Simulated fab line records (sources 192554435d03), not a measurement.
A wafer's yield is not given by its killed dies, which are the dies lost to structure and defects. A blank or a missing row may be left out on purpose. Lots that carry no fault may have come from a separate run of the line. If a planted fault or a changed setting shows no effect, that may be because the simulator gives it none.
fab line records + flow n5_finfet
record
- lots=10
- wafers=28
- last_day=18
route steps=1938 shown MOL_CONTACT_COAG@561 BEOL_M4@1111
lots untouched by any fault: they come from a run of this same line in which no faults occurred
start_h: hours from the record's first day to the start of the lot's first wafer shown + wait_h: hours from the lot's prior step to this one + " identical to the entry in the row above + L1.1+2: a row that stands for several wafers + - either no value or no given start + * or withheld: withheld + < > ~ a bound
route shown NAME@n: names a module that has steps shown in the file, with the first one's number in the route + usual: average and standard deviation across the fault-free wafers + same: alike in all rows + chamber/n: place in a boat + sites: the reading at each site + _std_site: standard deviation across them + _edge_site: outer sites' mean less inner sites' + radius_mm: how far each site lies from the wafer's centre + mask NAME#n: copy n + behind: the most recent tool/chamber to have shaped the wafer + hold: the reason the lot was held/the length of the hold in hours/how it ended + device: names the non-switching transistor (n, p or np) + end of line: the tests these same wafers got at the end of their route + where a step has no rows: the recipe by itself + killed: dies lost to structure and defects at the first sort, not the wafer's yield + map: dies across one wafer; x = killed, . = not, _ = none there
set.NAME: the setting as run; set.NAME@STEP: as run at that earlier step + model.NAME: the simulator's own value behind a step, which no gauge read
steps of the route over a sample of lots; a table a step, a row a wafer
services: the hour from which a tool's chamber was out of use, counted from the record's first day as start_h (under 0 if before that day), plus the number of hours and why
## steps
# step N5_MOL_CONTACT_COAG_THK_MEAS_29
# recipe
- reads=SiNx_of_GATE_CUT_PECVD_57+SiNx_of_GATE_CUT_SAC_CAP_01
# usual
- MD_CAP_THK=17.93/0.068
| lot.wafer | tool          | chamber | start_h | wait_h | MD_CAP_THK[nm] |
|-----------|---------------|---------|---------|--------|----------------|
| L958.1    | film_metro-01 | -       | 105.96  | -      | 18.02          |
| L958.2    | "             | -       | "       | "      | 17.89          |
| L958.5    | "             | -       | "       | "      | 17.97          |
| L959.3    | film_metro-02 | -       | 114.30  | -      | 17.86          |
| L959.4    | "             | -       | "       | "      | 17.95          |
| L959.6    | "             | -       | "       | "      | 17.89          |
| L965.3    | film_metro-01 | -       | 153.45  | -      | 17.94          |
| L965.5    | "             | -       | "       | "      | 17.84          |
| L966.1    | film_metro-01 | -       | 155.83  | -      | 17.90          |
| L966.5    | "             | -       | "       | "      | 17.95          |
| L966.6    | "             | -       | "       | "      | 18.01          |
| L967.5    | film_metro-02 | -       | 165.78  | -      | 17.88          |
| L967.6    | "             | -       | "       | "      | 18.00          |
| L973.1    | film_metro-02 | -       | 197.65  | -      | 17.94          |
| L973.4    | "             | -       | "       | "      | 17.88          |
| L973.5    | "             | -       | "       | "      | 17.87          |
| L975.3    | film_metro-01 | -       | 210.86  | -      | 18.04          |
| L975.5    | "             | -       | "       | "      | 18.06          |
| L975.6    | "             | -       | "       | "      | 17.95          |
| L976.1    | film_metro-01 | -       | 216.05  | -      | 17.92          |
| L976.4    | "             | -       | "       | "      | 17.95          |
| L976.5    | "             | -       | "       | "      | 17.90          |
| L977.2    | film_metro-01 | -       | 227.21  | -      | 17.98          |
| L977.4    | "             | -       | "       | "      | 17.86          |
| L977.6    | "             | -       | "       | "      | 17.97          |
| L979.2    | film_metro-02 | -       | 240.83  | 0.2    | 17.85          |
| L979.4    | "             | -       | "       | "      | 17.78          |
| L979.5    | "             | -       | "       | "      | 17.84          |
# step N5_MOL_CONTACT_COAG_VIA_ETCH_46
# recipe
- chemistry=C4F6/O2
- target_depth_a=460
- overetch_a=92
- mask_material=SOC
- target=SiO2
- bias_w=455
- pressure_mtorr=10
- time_s=40
- source_w=325
- Ar_flow_sccm=300
- C4F6_flow_sccm=10
- O2_flow_sccm=10
- ion_energy_ev=575.3
- ends=end_point
# usual
- drypump_motor_current_A=5.5/0.38
- oes_product_au=0.73/0.077
- rf_fwd_power_W=323.0/1.2
- rf_vpp_V=1589/16
- showerhead_plenum_p_Torr=2.88/0.084
- throttle_valve_pct=40.9/0.31
| lot.wafer | tool        | chamber | start_h | wait_h | drypump_motor_current_A | oes_product_au | rf_fwd_power_W | rf_hours_counter_h | rf_vpp_V | showerhead_plenum_p_Torr | throttle_valve_pct |
|-----------|-------------|---------|---------|--------|-------------------------|----------------|----------------|--------------------|----------|--------------------------|--------------------|
| L958.1    | rie_diel-04 | 1       | 108.09  | 0.0    | 5.8                     | 0.62           | 323.6          | 236                | 1591     | 2.92                     | 41.0               |
| L958.2    | "           | 0       | "       | "      | 5.4                     | 0.76           | 322.3          | 36                 | 1590     | 3.00                     | 41.2               |
| L958.5    | "           | 0       | "       | "      | 5.4                     | 0.77           | 324.7          | -                  | 1588     | 3.00                     | 41.1               |
| L959.3    | rie_diel-06 | 2       | 115.91  | 0.0    | 5.0                     | 0.74           | 323.6          | 69                 | 1581     | 2.78                     | 41.3               |
| L959.4    | "           | 0       | "       | "      | 5.5                     | 0.67           | 322.6          | 171                | 1570     | 2.84                     | 40.5               |
| L959.6    | "           | 2       | "       | "      | 5.0                     | 0.76           | 324.1          | -                  | 1579     | 2.78                     | 41.3               |
| L965.3    | rie_diel-04 | 2       | 155.39  | 0.0    | 5.7                     | 0.77           | 322.9          | 38                 | 1591     | 2.89                     | 40.5               |
| L965.5    | "           | 3       | "       | "      | 5.5                     | 0.82           | 322.6          | -                  | 1584     | 2.89                     | 40.4               |
| L966.1    | rie_diel-03 | 2       | 157.30  | 0.0    | 5.7                     | 0.82           | 319.8          | 19                 | 1621     | 3.02                     | 40.6               |
| L966.5    | "           | 2       | "       | "      | 5.7                     | 0.84           | 320.8          | -                  | 1620     | 3.02                     | 40.6               |
| L966.6    | "           | 0       | "       | "      | 5.1                     | 0.80           | 325.1          | -                  | 1567     | 2.79                     | 40.9               |
| L967.5    | rie_diel-04 | 2       | 167.40  | 0.0    | 5.7                     | 0.77           | 322.7          | -                  | 1588     | 2.89                     | 40.5               |
| L967.6    | "           | 3       | "       | "      | 5.5                     | 0.80           | 322.2          | -                  | 1582     | 2.89                     | 40.4               |
| L973.1    | rie_diel-04 | 1       | 199.36  | 0.0    | 5.7                     | 0.84           | 322.6          | 10                 | 1590     | 2.91                     | 40.9               |
| L973.4    | "           | 2       | "       | "      | 5.7                     | 0.76           | 322.4          | 54                 | 1589     | 2.89                     | 40.5               |
| L973.5    | "           | 0       | "       | "      | 5.4                     | 0.74           | 324.9          | -                  | 1588     | 2.98                     | 41.2               |
| L975.3    | rie_diel-03 | 3       | 212.35  | 0.0    | 5.7                     | 0.85           | 322.7          | 11                 | 1602     | 2.91                     | 41.3               |
| L975.5    | "           | 2       | "       | "      | 5.7                     | 0.78           | 322.4          | -                  | 1620     | 3.01                     | 40.6               |
| L975.6    | "           | 3       | "       | "      | 5.7                     | 0.86           | 323.4          | -                  | 1602     | 2.90                     | 41.3               |
| L976.1    | rie_diel-06 | 0       | 217.67  | 0.0    | 5.5                     | 0.65           | 323.3          | 209                | 1568     | 2.82                     | 40.6               |
| L976.4    | "           | 3       | "       | "      | 6.5                     | 0.64           | 323.2          | 221                | 1606     | 2.92                     | 41.2               |
| L976.5    | "           | 3       | "       | "      | 6.5                     | 0.64           | 322.1          | -                  | 1604     | 2.92                     | 41.2               |
| L977.2    | rie_diel-04 | 1       | 229.35  | 0.0    | 5.8                     | 0.81           | 322.9          | 20                 | 1590     | 2.91                     | 40.9               |
| L977.4    | "           | 0       | "       | "      | 5.4                     | 0.72           | 323.0          | 81                 | 1590     | 2.98                     | 41.2               |
| L977.6    | "           | 3       | "       | "      | 5.5                     | 0.79           | 324.1          | -                  | 1584     | 2.88                     | 40.4               |
| L979.2    | rie_diel-04 | 1       | 243.02  | 0.0    | 5.7                     | 0.80           | 323.4          | 26                 | 1589     | 2.90                     | 40.9               |
| L979.4    | "           | 0       | "       | "      | 5.4                     | 0.71           | 324.9          | 86                 | 1587     | 2.98                     | 41.2               |
| L979.5    | "           | 1       | "       | "      | 5.8                     | 0.81           | 325.0          | -                  | 1591     | 2.90                     | 40.9               |
# step N5_MOL_CONTACT_COAG_CD_MEAS_40
# recipe
- target_cd_nm=25.1
- landing_energy_ev=500
- detector=se_inlens
- polarity=opening
# usual
- cd_nm=25.15/0.24
| lot.wafer | tool      | chamber | start_h | wait_h | cd_nm |
|-----------|-----------|---------|---------|--------|-------|
| L958.1    | cd_sem-02 | 0       | 108.84  | -      | 25.21 |
| L958.2    | "         | 0       | "       | "      | 25.39 |
| L958.5    | "         | 0       | "       | "      | 25.38 |
| L959.3    | cd_sem-03 | 0       | 116.66  | -      | 24.82 |
| L959.4    | "         | 0       | "       | "      | 25.25 |
| L959.6    | "         | 0       | "       | "      | 24.90 |
| L965.3    | cd_sem-02 | 0       | 156.04  | -      | 25.33 |
| L965.5    | "         | 0       | "       | "      | 25.26 |
| L966.1    | cd_sem-03 | 0       | 158.34  | -      | 25.13 |
| L966.5    | "         | 0       | "       | "      | 25.04 |
| L966.6    | "         | 0       | "       | "      | 25.19 |
| L967.5    | cd_sem-03 | 0       | 168.03  | -      | 25.13 |
| L967.6    | "         | 0       | "       | "      | 25.00 |
| L973.1    | cd_sem-03 | 0       | 200.06  | -      | 24.92 |
| L973.4    | "         | 0       | "       | "      | 24.85 |
| L973.5    | "         | 0       | "       | "      | 25.28 |
| L975.3    | cd_sem-03 | 0       | 213.01  | -      | 25.01 |
| L975.5    | "         | 0       | "       | "      | 25.15 |
| L975.6    | "         | 0       | "       | "      | 25.52 |
| L976.1    | cd_sem-03 | 0       | 218.69  | -      | 25.11 |
| L976.4    | "         | 0       | "       | "      | 25.23 |
| L976.5    | "         | 0       | "       | "      | 25.21 |
| L977.2    | cd_sem-03 | 0       | 230.13  | -      | 25.20 |
| L977.4    | "         | 0       | "       | "      | 25.02 |
| L977.6    | "         | 0       | "       | "      | 24.92 |
| L979.2    | cd_sem-01 | 0       | 243.80  | -      | 25.17 |
| L979.4    | "         | 0       | "       | "      | 25.17 |
| L979.5    | "         | 0       | "       | "      | 25.38 |
# step N5_MOL_CONTACT_COAG_ETCH_124
# recipe
- chemistry=CH3F/O2
- target=SiNx
- target_depth_a=65
- mask_material=SOC
- stop_on=SiOC
- over_etch_frac=0.3
- ion_energy_ev=120
- pressure_mtorr=30
- source_w=395
- bias_w=73
- Ar_flow_sccm=150
- CH3F_flow_sccm=30
- O2_flow_sccm=20
- ends=end_point
# usual
- drypump_motor_current_A=5.5/0.36
- oes_product_au=0.70/0.073
- over_etch_frac=0.3/0
- rf_fwd_power_W=391.0/1.8
- rf_vpp_V=298/3.3
- showerhead_plenum_p_Torr=2.02/0.064
- throttle_valve_pct=16.25/0.29
| lot.wafer | tool        | chamber | start_h | wait_h | drypump_motor_current_A | oes_product_au | over_etch_frac | rf_fwd_power_W | rf_hours_counter_h | rf_vpp_V | showerhead_plenum_p_Torr | throttle_valve_pct |
|-----------|-------------|---------|---------|--------|-------------------------|----------------|----------------|----------------|--------------------|----------|--------------------------|--------------------|
| L958.1    | rie_diel-04 | 2       | 109.63  | 0.0    | 5.7                     | 0.77           | 0.3            | 395.3          | 22                 | 299      | 2.04                     | 15.77              |
| L958.2    | "           | 1       | "       | "      | 5.8                     | 0.59           | 0.3            | 393.6          | 237                | 298      | 2.06                     | 16.52              |
| L958.5    | "           | 2       | "       | "      | 5.7                     | 0.77           | 0.3            | 394.8          | -                  | 299      | 2.04                     | 15.77              |
| L959.3    | rie_diel-06 | 2       | 117.34  | 0.0    | 5.0                     | 0.72           | 0.3            | 390.2          | 69                 | 297      | 1.95                     | 16.45              |
| L959.4    | "           | 1       | "       | "      | 5.3                     | 0.67           | 0.3            | 392.3          | 111                | 293      | 1.93                     | 16.55              |
| L959.6    | "           | 3       | "       | "      | 6.5                     | 0.63           | 0.3            | 388.9          | -                  | 302      | 2.07                     | 16.45              |
| L965.3    | rie_diel-06 | 2       | 156.66  | 0.0    | 5.0                     | 0.70           | 0.3            | 390.5          | 84                 | 295      | 1.95                     | 16.47              |
| L965.5    | "           | 0       | "       | "      | 5.5                     | 0.58           | 0.51109        | 390.0          | -                  | 293      | 1.99                     | 16.21              |
| L966.1    | rie_diel-06 | 1       | 159.02  | 0.0    | 5.3                     | 0.65           | 0.3            | 392.9          | 127                | 294      | 1.92                     | 16.58              |
| L966.5    | "           | 2       | "       | "      | 5.0                     | 0.66           | 0.51109        | 391.5          | -                  | 297      | 1.95                     | 16.49              |
| L966.6    | "           | 3       | "       | "      | 6.5                     | 0.57           | 0.51109        | 390.9          | -                  | 301      | 2.07                     | 16.48              |
| L967.5    | rie_diel-06 | 1       | 168.91  | 0.0    | 5.3                     | 0.60           | 0.51109        | 392.9          | -                  | 293      | 1.92                     | 16.58              |
| L967.6    | "           | 2       | "       | "      | 5.0                     | 0.64           | 0.51109        | 390.3          | -                  | 294      | 1.95                     | 16.49              |
| L973.1    | rie_diel-03 | 1       | 200.71  | 0.0    | 5.6                     | 0.59           | 0.3            | 389.1          | 247                | 302      | 1.97                     | 16.46              |
| L973.4    | "           | 0       | "       | "      | 5.0                     | 0.74           | 0.3            | 393.1          | 49                 | 292      | 1.95                     | 16.33              |
| L973.5    | "           | 3       | "       | "      | 5.7                     | 0.82           | 0.3            | 389.3          | -                  | 301      | 2.05                     | 16.41              |
| L975.3    | rie_diel-04 | 3       | 213.63  | 0.0    | 5.5                     | 0.74           | 0.3            | 390.7          | 47                 | 297      | 2.03                     | 15.84              |
| L975.5    | "           | 1       | "       | "      | 5.7                     | 0.79           | 0.3            | 391.3          | -                  | 297      | 2.05                     | 16.12              |
| L975.6    | "           | 0       | "       | "      | 5.4                     | 0.69           | 0.3            | 394.4          | -                  | 296      | 2.11                     | 16.54              |
| L976.1    | rie_diel-03 | 0       | 219.31  | 0.0    | 5.1                     | 0.73           | 0.3            | 390.6          | 55                 | 293      | 1.95                     | 16.35              |
| L976.4    | "           | 2       | "       | "      | 5.7                     | 0.74           | 0.3            | 385.7          | -                  | 304      | 2.13                     | 15.96              |
| L976.5    | "           | 3       | "       | "      | 5.7                     | 0.81           | 0.3            | 391.1          | -                  | 299      | 2.05                     | 16.43              |
| L977.2    | rie_diel-03 | 1       | 230.75  | 0.0    | 5.5                     | 0.83           | 0.3            | 391.8          | 1                  | 303      | 1.97                     | 16.00              |
| L977.4    | "           | 1       | "       | "      | 5.5                     | 0.83           | 0.3            | 390.0          | -                  | 300      | 1.97                     | 15.99              |
| L977.6    | "           | 2       | "       | "      | 5.6                     | 0.73           | 0.3            | 388.5          | -                  | 304      | 2.12                     | 15.98              |
| L979.2    | rie_diel-03 | 0       | 244.42  | 0.0    | 5.1                     | 0.71           | 0.3            | 394.8          | 68                 | 294      | 1.95                     | 16.35              |
| L979.4    | "           | 3       | "       | "      | 5.7                     | 0.79           | 0.3            | 390.2          | 24                 | 299      | 2.04                     | 16.46              |
| L979.5    | "           | 2       | "       | "      | 5.7                     | 0.73           | 0.3            | 387.6          | -                  | 303      | 2.12                     | 15.99              |
# step N5_BEOL_M4_RC_MEAS_101
# usual
- DIBL_N=36.4/1.4
- DIBL_P=36.3/1.8
- IOFF_N=0.163/0.024
- IOFF_P=0.21/0.034
- ION_N=673/11
- ION_P=461/7.4
- SS_N=71.6/0.52
- SS_P=73.3/0.58
- VT_N=249.4/2.5
- VT_P=-250/3.5
| lot.wafer | tool      | chamber | start_h | wait_h | DIBL_N[mV/V] | DIBL_P[mV/V] | IOFF_N[nA/um] | IOFF_P[nA/um] | ION_N[uA/um] | ION_P[uA/um] | SS_N[mV/dec] | SS_P[mV/dec] | VT_N[mV] | VT_P[mV] |
|-----------|-----------|---------|---------|--------|--------------|--------------|---------------|---------------|--------------|--------------|--------------|--------------|----------|----------|
| L958.1    | prober-01 | 0       | 175.17  | 0.0    | 37.2         | 38.0         | 0.170         | 0.25          | 663          | 456          | 71.9         | 73.8         | 245.9    | -246     |
| L958.2    | "         | 0       | "       | "      | 37.2         | 37.4         | 0.169         | 0.24          | 668          | 462          | 71.2         | 73.4         | 249.0    | -248     |
| L958.5    | "         | 0       | "       | "      | 37.5         | 38.2         | 0.181         | 0.24          | 666          | 459          | 71.9         | 73.8         | 246.9    | -248     |
| L959.3    | prober-02 | 0       | 186.20  | 0.3    | 36.8         | 37.2         | 0.173         | 0.19          | 674          | 449          | 71.8         | 73.8         | 246.7    | -254     |
| L959.4    | "         | 0       | "       | "      | 36.2         | 36.3         | 0.167         | 0.19          | 685          | 455          | 71.4         | 72.5         | 246.7    | -254     |
| L959.6    | "         | 0       | "       | "      | 35.0         | 35.3         | 0.147         | 0.17          | 668          | 453          | 71.9         | 72.8         | 251.3    | -254     |
| L966.1    | prober-02 | 0       | 218.60  | 0.0    | 37.4         | 37.7         | 0.189         | 0.24          | 675          | 464          | 71.9         | 73.2         | 245.7    | -250     |
| L966.5    | "         | 0       | "       | "      | 37.1         | 37.6         | 0.195         | 0.24          | 708          | 472          | 71.1         | 73.7         | 246.1    | -247     |
| L966.6    | "         | 0       | "       | "      | 35.2         | 35.3         | 0.146         | 0.20          | 686          | 470          | 71.2         | 73.1         | 252.9    | -251     |
| L965.3    | prober-01 | 0       | 225.25  | 0.3    | 36.0         | 35.9         | 0.159         | 0.20          | 652          | 450          | 72.2         | 73.1         | 250.4    | -250     |
| L965.5    | "         | 0       | "       | "      | 35.0         | 34.5         | 0.145         | 0.18          | 659          | 446          | 71.7         | 73.3         | 254.1    | -253     |
| L967.5    | prober-01 | 0       | 229.39  | 0.6    | 35.7         | 34.9         | 0.144         | 0.19          | 675          | 463          | 71.9         | 73.3         | 249.2    | -254     |
| L967.6    | "         | 0       | "       | "      | 33.0         | 31.1         | 0.109         | 0.15          | 673          | 466          | 71.1         | 72.8         | 252.5    | -255     |
| L973.1    | prober-01 | 0       | 266.60  | 0.0    | 36.4         | 37.2         | 0.175         | 0.22          | 676          | 461          | 71.5         | 73.4         | 248.3    | -248     |
| L973.4    | "         | 0       | "       | "      | 34.9         | 35.6         | 0.147         | 0.19          | 683          | 465          | 70.5         | 72.6         | 248.1    | -251     |
| L973.5    | "         | 0       | "       | "      | 35.2         | 36.2         | 0.153         | 0.19          | 682          | 468          | 70.8         | 72.1         | 249.0    | -251     |
| L975.3    | prober-02 | 0       | 283.50  | 0.3    | 37.2         | 37.3         | 0.153         | 0.21          | 674          | 457          | 72.6         | 73.9         | 250.4    | -250     |
| L975.5    | "         | 0       | "       | "      | 36.8         | 36.7         | 0.150         | 0.20          | 665          | 459          | 71.8         | 73.5         | 252.3    | -251     |
| L975.6    | "         | 0       | "       | "      | 36.7         | 37.1         | 0.156         | 0.21          | 679          | 463          | 71.8         | 73.9         | 251.0    | -253     |
| L976.1    | prober-01 | 0       | 286.41  | 0.0    | 39.8         | 39.1         | 0.201         | 0.26          | 667          | 458          | 71.8         | 74.0         | 250.8    | -245     |
| L976.4    | "         | 0       | "       | "      | 38.6         | 37.8         | 0.186         | 0.25          | 684          | 467          | 71.5         | 73.6         | 249.1    | -245     |
| L976.5    | "         | 0       | "       | "      | 38.2         | 37.4         | 0.171         | 0.23          | 666          | 463          | 71.7         | 73.3         | 248.9    | -247     |
| L977.2    | prober-02 | 0       | 303.23  | 0.2    | 35.1         | 34.8         | 0.137         | 0.19          | 665          | 460          | 70.9         | 73.0         | 250.8    | -250     |
| L977.4    | "         | 0       | "       | "      | 36.0         | 35.2         | 0.146         | 0.20          | 666          | 455          | 71.1         | 72.9         | 251.1    | -250     |
| L977.6    | "         | 0       | "       | "      | 35.1         | 35.0         | 0.142         | 0.20          | 662          | 456          | 70.9         | 72.6         | 248.0    | -248     |
| L979.2    | prober-01 | 0       | 306.09  | 0.2    | 37.4         | 35.5         | 0.158         | 0.23          | 674          | 466          | 71.0         | 73.2         | 249.3    | -247     |
| L979.4    | "         | 0       | "       | "      | 40.3         | 38.7         | 0.217         | 0.30          | 691          | 465          | 72.4         | 73.9         | 245.3    | -242     |
| L979.5    | "         | 0       | "       | "      | 36.6         | 33.9         | 0.146         | 0.22          | 656          | 458          | 71.6         | 72.1         | 254.2    | -247     |
## services
| tool        | chamber | start_h | hours | kind                          |
|-------------|---------|---------|-------|-------------------------------|
| rie_diel-03 | 0       | 111.09  | 14.0  | repair                        |
| rie_diel-03 | 3       | 148.21  | -     | clean                         |
| rie_diel-03 | 3       | 148.21  | -     | consumable_replace:focus_ring |
| rie_diel-03 | 3       | 148.21  | 29.4  | scheduled_down                |
| rie_diel-03 | 3       | 148.21  | 29.4  | vent_cycle                    |
| rie_diel-04 | 1       | 149.34  | -     | clean                         |
| rie_diel-04 | 1       | 149.34  | -     | consumable_replace:focus_ring |
| rie_diel-04 | 1       | 149.34  | 18.4  | scheduled_down                |
| rie_diel-04 | 1       | 149.34  | 18.4  | vent_cycle                    |
| rie_diel-03 | 1       | 211.40  | -     | clean                         |
| rie_diel-03 | 1       | 211.40  | -     | consumable_replace:focus_ring |
| rie_diel-03 | 1       | 211.40  | 17.4  | scheduled_down                |
| rie_diel-03 | 1       | 211.40  | 17.4  | vent_cycle                    |
| rie_diel-06 | 3       | 226.21  | 11.0  | repair                        |
## key
first_sign
- step=N5_MOL_CONTACT_COAG_ETCH_124
- reading=over_etch_frac
- direction=up
- sigmas=99+
- usual=0.3
- struck=0.51109
effect none on later readings
met_at N5_MOL_CONTACT_COAG_ETCH_124
struck_lots L965,L966,L967
struck_wafers L965.5,L966.5,L966.6,L967.5,L967.6
not_acting_at N5_MOL_CONTACT_COAG_THK_MEAS_29,N5_MOL_CONTACT_COAG_VIA_ETCH_46,N5_MOL_CONTACT_COAG_CD_MEAS_40
onset_between 117.34 156.66
fault
- kind=process_parameter_drift
- tool=rie_diel-06
- chamber=-
- onset_h=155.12
- steps=N5_MOL_CONTACT_COAG_ETCH_124
- channel=over_etch_frac
- offset=0.21109
- shape=step
- end_h=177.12
- scope=struck_wafers_only
- acts_in=these_recipes_only
- stated=0.3
